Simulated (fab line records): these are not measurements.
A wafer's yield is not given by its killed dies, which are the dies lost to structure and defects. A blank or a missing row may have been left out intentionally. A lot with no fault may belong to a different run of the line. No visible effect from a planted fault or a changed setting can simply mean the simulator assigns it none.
Which tool did it? ; flow nand_harc ; 72 wafers from 24 lots sampled at 6 of the route's 1302 steps

WHAT THE GAUGES SHOWED, per wafer
NHARC_A_M0_THK_MEAS_24: measures by xrf. Usual: thk_nm reads 113.9 nm (standard deviation 1.6).
lot;measured;on;thk_nm (nm);flag
L074;day 23 06:10;film_metro-02;113.8 111.8 109.9;
L075;day 23 20:08;film_metro-01;114.5 113.2 114.2;
L076;day 24 02:34;film_metro-01;113.3 116.5 111.6;
L078;day 24 08:09;film_metro-02;116.1 113.7 114.3;
L077;day 24 08:56;film_metro-02;115.7 111.8 108.6;
L079;day 24 14:16;film_metro-01;111.7 113.1 110.6;
L080;day 25 07:09;film_metro-02;114.0 114.3 113.7;
L081;day 25 10:01;film_metro-02;115.7 117.0 114.8;
L082;day 26 07:21;film_metro-01;114.7 113.3 112.6;
L083;day 27 05:58;film_metro-02;113.7 114.9 115.7;
L084;day 27 11:34;film_metro-01;114.4 114.6 114.9;
L085;day 27 12:53;film_metro-02;114.4 112.8 117.5;
L086;day 28 11:58;film_metro-02;113.8 113.3 113.1;
L087;day 28 15:15;film_metro-01;113.9 116.4 114.2;
L088;day 28 20:46;film_metro-02;110.5 111.4 113.1;
L089;day 29 03:02;film_metro-01;112.1 113.3 113.1;
L090;day 29 04:42;film_metro-02;114.6 112.6 110.6;
L091;day 29 21:25;film_metro-01;116.6 115.4 113.2;
L092;day 29 22:56;film_metro-01;114.2 115.3 115.4;
L093;day 30 12:55;film_metro-02;114.7 112.8 115.9;
L095;day 31 03:52;film_metro-02;115.4 116.5 116.7;
L096;day 31 05:23;film_metro-02;115.2 112.1 114.3;
L094;day 31 17:52;film_metro-02;111.1 113.9 114.2;
L097;day 32 06:22;film_metro-02;114.1 113.6 112.7;

NHARC_A_M1_CD_MEAS_16. Usual: cd_nm reads 120.2 nm (standard deviation 0.97).
lot;measured;on;cd_nm (nm);flag
L074;day 23 08:13;cd_sem-02;120.8 119.7 119.8;
L075;day 23 22:02;cd_sem-02;119.8 121.6 120.0;
L076;day 24 04:36;cd_sem-02;121.0 119.7 120.0;
L078;day 24 10:11;cd_sem-01;121.9 121.2 120.7;
L077;day 24 10:52;cd_sem-03;119.7 119.2 119.4;
L079;day 24 16:19;cd_sem-02;120.6 120.5 121.3;
L080;day 25 09:04;cd_sem-03;120.0 120.7 119.6;
L081;day 25 12:04;cd_sem-02;121.3 119.7 119.4;
L082;day 26 09:22;cd_sem-01;119.3 121.1 119.6;
L083;day 27 07:58;cd_sem-02;119.4 121.3 120.7;
L084;day 27 13:41;cd_sem-03;120.1 120.6 118.7;
L085;day 27 16:03;cd_sem-01;120.7 120.0 119.3;
L086;day 28 14:00;cd_sem-03;119.2 120.3 120.4;
L087;day 28 17:10;cd_sem-01;120.3 120.4 121.5;
L088;day 28 22:49;cd_sem-03;122.0 120.4 119.2;
L089;day 29 05:03;cd_sem-01;118.7 121.0 120.5;
L090;day 29 07:09;cd_sem-02;119.5 121.8 117.6;
L091;day 29 23:34;cd_sem-03;120.8 119.2 119.3;
L092;day 30 00:58;cd_sem-02;119.4 121.2 120.6;
L093;day 30 14:58;cd_sem-01;119.5 122.4 119.3;
L095;day 31 05:55;cd_sem-03;119.8 119.9 120.5;
L096;day 31 07:34;cd_sem-01;119.2 121.2 119.0;
L094;day 31 19:58;cd_sem-03;121.2 121.0 122.0;
L097;day 32 08:30;cd_sem-02;119.0 117.9 119.0;

WHICH TOOL RAN EACH LOT (tool, then ch and the chambers of the sampled wafers, then the start)
lot;NHARC_A_CONTACT_ETCH_133;NHARC_A_CONTACT_ETCH_91;NHARC_A_CONTACT_ALD_18;NHARC_A_M0_ANNEAL_30
L074;har_cap_etch-02 ch 0,1, day 22 12:38;rie_diel-12 ch 0,2, day 22 13:18;ald_metal-02 ch 0,2,3, day 22 21:47;rtp_anneal-01 ch 0, day 23 05:37
L075;har_cap_etch-01 ch 0,1, day 22 21:50;rie_diel-12 ch 1,2,3, day 22 22:40;ald_metal-01 ch 0,1,3, day 23 08:35;rtp_anneal-01 ch 0, day 23 19:28
L076;har_cap_etch-03 ch 0,1, day 23 08:37;rie_diel-12 ch 0,2,3, day 23 09:25;ald_metal-01 ch 1,2,3, day 23 17:57;rtp_anneal-01 ch 0, day 24 01:54
L078;har_cap_etch-01 ch 0,1, day 23 14:44;rie_diel-12 ch 0,2, day 23 15:30;ald_metal-01 ch 0,1, day 23 23:37;rtp_anneal-02 ch 0, day 24 07:29
L077;har_cap_etch-03 ch 0, day 23 14:49;rie_diel-12 ch 2,3, day 23 15:35;ald_metal-03 ch 0,2,3, day 24 00:04;rtp_anneal-01 ch 0, day 24 08:19
L079;har_cap_etch-01 ch 0,1, day 23 19:35;rie_diel-06 ch 0,2,3, day 23 20:22;ald_metal-03 ch 1,2,3, day 24 05:50;rtp_anneal-01 ch 0, day 24 13:36
L080;har_cap_etch-02 ch 0,1, day 24 13:13;rie_diel-06 ch 0,1,2, day 24 14:00;ald_metal-01 ch 0,2,3, day 24 22:43;rtp_anneal-01 ch 0, day 25 06:29
L081;har_cap_etch-01 ch 0,1, day 24 16:28;rie_diel-12 ch 0,1,2, day 24 17:16;ald_metal-02 ch 0,2,3, day 25 01:37;rtp_anneal-01 ch 0, day 25 09:22
L082;har_cap_etch-03 ch 0,1, day 25 11:08;rie_diel-12 ch 0,1,2, day 25 11:52;ald_metal-03 ch 1,2,3, day 25 22:49;rtp_anneal-02 ch 0, day 26 06:41
L083;har_cap_etch-03 ch 0,1, day 26 12:35;rie_diel-03 ch 0,2,3, day 26 13:18;ald_metal-01 ch 0,1,3, day 26 21:20;rtp_anneal-02 ch 0, day 27 05:22
L084;har_cap_etch-02 ch 0,1, day 26 14:30;rie_diel-06 ch 0,1,2, day 26 15:18;ald_metal-01 ch 0,1,3, day 27 02:56;rtp_anneal-02 ch 0, day 27 10:55
L085;har_cap_etch-01 ch 0, day 26 17:46;rie_diel-03 ch 1,2, day 26 18:34;ald_metal-03 ch 1,2,3, day 27 04:37;rtp_anneal-01 ch 0, day 27 12:17
L086;har_cap_etch-02 ch 0,1, day 27 17:53;rie_diel-12 ch 0,1,2, day 27 18:37;ald_metal-01 ch 0,1,3, day 28 03:05;rtp_anneal-02 ch 0, day 28 11:19
L087;har_cap_etch-01 ch 0,1, day 27 21:56;rie_diel-03 ch 1,2,3, day 27 22:40;ald_metal-02 ch 0,1,3, day 28 06:45;rtp_anneal-02 ch 0, day 28 14:36
L088;har_cap_etch-03 ch 0,1, day 28 01:20;rie_diel-06 ch 0,2, day 28 01:59;ald_metal-01 ch 1,2,3, day 28 12:23;rtp_anneal-02 ch 0, day 28 20:12
L089;har_cap_etch-02 ch 0,1, day 28 04:28;rie_diel-12 ch 0,2,3, day 28 05:17;ald_metal-02 ch 1,2, day 28 18:33;rtp_anneal-02 ch 0, day 29 02:22
L090;har_cap_etch-03 ch 0,1, day 28 11:02;rie_diel-12 ch 0,2, day 28 11:43;ald_metal-01 ch 0,3, day 28 20:08;rtp_anneal-01 ch 0, day 29 04:08
L091;har_cap_etch-01 ch 0,1, day 29 01:43;rie_diel-03 ch 0,2,3, day 29 02:31;ald_metal-01 ch 0,2, day 29 12:37;rtp_anneal-01 ch 0, day 29 20:45
L092;har_cap_etch-02 ch 0,1, day 29 03:55;rie_diel-03 ch 0,2, day 29 04:42;ald_metal-02 ch 0,3, day 29 13:55;rtp_anneal-02 ch 0, day 29 22:16
L093;har_cap_etch-03 ch 0,1, day 29 16:48;rie_diel-12 ch 0,1,3, day 29 17:38;ald_metal-01 ch 2,3, day 30 04:38;rtp_anneal-01 ch 0, day 30 12:16
L095;har_cap_etch-02 ch 1, day 30 09:26;rie_diel-06 ch 1,3, day 30 10:14;ald_metal-01 ch 0,2,3, day 30 19:07;rtp_anneal-02 ch 0, day 31 03:12
L096;har_cap_etch-01 ch 0,1, day 30 09:56;rie_diel-06 ch 0,2,3, day 30 10:43;ald_metal-02 ch 0,1,3, day 30 20:46;rtp_anneal-02 ch 0, day 31 04:43
L094;har_cap_etch-03 ch 0,1, day 31 00:26;rie_diel-12 ch 0,3, day 31 01:14;ald_metal-01 ch 1,2,3, day 31 09:11;rtp_anneal-01 ch 0, day 31 17:13
L097;har_cap_etch-03 ch 0, day 31 12:44;rie_diel-12 ch 0,1,3, day 31 13:33;ald_metal-01 ch 1,2,3, day 31 21:40;rtp_anneal-01 ch 0, day 32 05:42
- NHARC_A_CONTACT_ETCH_133: etches the open film in C4F8/O2/Ar, time 374 s, target depth 1610 nm.
- NHARC_A_CONTACT_ETCH_91: etches the open film in CH3F/O2, target depth 40 nm, time 85.7 s.
- NHARC_A_CONTACT_ALD_18: deposits TiN, target thk 3 nm, pulse time 1 s, ald cycles 150.
- NHARC_A_M0_ANNEAL_30: time 90 s.

AS READ BY THE TOOLS THEMSELVES (means over the sampled wafers that have a number; for cases with no such wafer, the mark the record gives instead)
NHARC_A_CONTACT_ETCH_91. Usual: drypump_motor_current_A 5.6 A, standard deviation 0.41; o2_flow_sccm 30.00 sccm, standard deviation 0.092; oes_product_au 0.95 a.u., standard deviation 0.037; rf_vpp_V 244.0 V, standard deviation 1.7; showerhead_plenum_p_Torr 2.44 Torr, standard deviation 0.11; throttle_valve_pct 20.664 %, standard deviation 0.01.
lot;tool;drypump_motor_current_A (A);o2_flow_sccm (sccm);oes_product_au (a.u.);rf_vpp_V (V);showerhead_plenum_p_Torr (Torr);throttle_valve_pct (%);flag
L074;rie_diel-12;5.4;29.97;0.94;243.1;2.32;20.670;
L075;rie_diel-12;5.8;30.12;0.93;244.1;2.42;20.657;
L076;rie_diel-12;5.5;30.02;0.91;244.1;2.40;20.662;
L078;rie_diel-12;5.2;30.01;0.92;242.7;2.34;20.671;
L077;rie_diel-12;5.8;29.93;0.93;243.2;2.38;20.660;
L079;rie_diel-06;5.5;30.01;0.99;246.9;2.62;20.668;
L080;rie_diel-06;5.4;29.94;0.99;245.9;2.53;20.676;
L081;rie_diel-12;5.5;30.03;0.93;242.8;2.36;20.665;
L082;rie_diel-12;5.5;30.01;0.98;243.4;2.36;20.658;
L083;rie_diel-03;6.0;30.00;0.92;242.3;2.39;20.664;
L084;rie_diel-06;5.4;29.94;0.93;245.6;2.53;20.672;
L085;rie_diel-03;5.9;29.96;0.91;244.9;2.48;20.663;
L086;rie_diel-12;5.5;30.06;0.94;242.8;2.36;20.677;
L087;rie_diel-03;5.8;29.95;0.98;243.8;2.44;20.653;
L088;rie_diel-06;5.5;30.04;0.91;245.6;2.60;20.650;
L089;rie_diel-12;5.5;29.94;1.00;243.3;2.39;20.660;
L090;rie_diel-12;5.4;30.09;0.95;242.3;2.31;20.658;
L091;rie_diel-03;6.0;30.10;1.00;243.0;2.38;20.656;
L092;rie_diel-03;6.0;29.87;1.00;243.5;2.42;20.665;
L093;rie_diel-12;5.6;30.02;0.92;244.1;2.43;20.656;
L095;rie_diel-06;5.1;30.02;1.01;244.2;2.43;20.654;
L096;rie_diel-06;5.5;30.07;1.01;246.5;2.60;20.667;
L094;rie_diel-12;5.6;30.00;0.93;244.6;2.47;20.662;
L097;rie_diel-12;5.6;30.03;0.94;244.2;2.43;20.650;

NHARC_A_CONTACT_ALD_18. Usual: heater_power_w 1086 W, standard deviation 140; precursor_pulse_height_rel 0.996, standard deviation 0.017.
lot;tool;heater_power_w (W);precursor_pulse_height_rel;flag
L074;ald_metal-02;1055;1.000;
L075;ald_metal-01;1123;0.984;
L076;ald_metal-01;1001;0.990;
L078;ald_metal-01;1099;1.011;
L077;ald_metal-03;1050;0.979;
L079;ald_metal-03;1022;0.999;
L080;ald_metal-01;1137;0.962;
L081;ald_metal-02;1062;0.997;
L082;ald_metal-03;1045;0.996;
L083;ald_metal-01;1126;1.005;
L084;ald_metal-01;1125;1.018;
L085;ald_metal-03;1038;0.995;
L086;ald_metal-01;1143;0.998;
L087;ald_metal-02;1003;0.996;
L088;ald_metal-01;1002;1.008;
L089;ald_metal-02;1247;1.018;
L090;ald_metal-01;1175;0.994;
L091;ald_metal-01;1222;1.016;
L092;ald_metal-02;990;0.987;
L093;ald_metal-01;1025;0.988;
L095;ald_metal-01;1149;0.999;
L096;ald_metal-02;1016;0.994;
L094;ald_metal-01;1033;0.989;
L097;ald_metal-01;1018;0.991;

NHARC_A_M0_ANNEAL_30. Usual: wafer_temp_C_max reads 226.1 (standard deviation 0.49).
lot;tool;wafer_temp_C_max;flag
L074;rtp_anneal-01;226.4;
L075;rtp_anneal-01;226.5;
L076;rtp_anneal-01;226.4;
L078;rtp_anneal-02;225.7;
L077;rtp_anneal-01;226.2;
L079;rtp_anneal-01;226.4;
L080;rtp_anneal-01;226.1;
L081;rtp_anneal-01;226.4;
L082;rtp_anneal-02;225.5;
L083;rtp_anneal-02;225.6;
L084;rtp_anneal-02;225.7;
L085;rtp_anneal-01;226.3;
L086;rtp_anneal-02;225.5;
L087;rtp_anneal-02;225.5;
L088;rtp_anneal-02;225.9;
L089;rtp_anneal-02;225.6;
L090;rtp_anneal-01;226.5;
L091;rtp_anneal-01;226.5;
L092;rtp_anneal-02;225.8;
L093;rtp_anneal-01;226.5;
L095;rtp_anneal-02;225.8;
L096;rtp_anneal-02;225.4;
L094;rtp_anneal-01;226.3;
L097;rtp_anneal-01;226.7;

THE ANSWER, worked out from the rows above alone
Rule: a lot is off if the mean of its wafers that have a number lies more than 3 standard deviations from the usual mean. A lot without any number at a reading at which 4 lots or more have one is off too. All remaining lots with rows at the step are treated as sound. Order of review: gauges by route order, followed by the tools' own readings, for which a lot's mean as printed above is used. At the first step where some lot is off, the reading lying furthest off is the one used; lots without a number count as furthest.
Nothing can be told from this: no lot is off at any reading shown.

WHAT HAD BEEN PUT IN BY THE SIMULATOR
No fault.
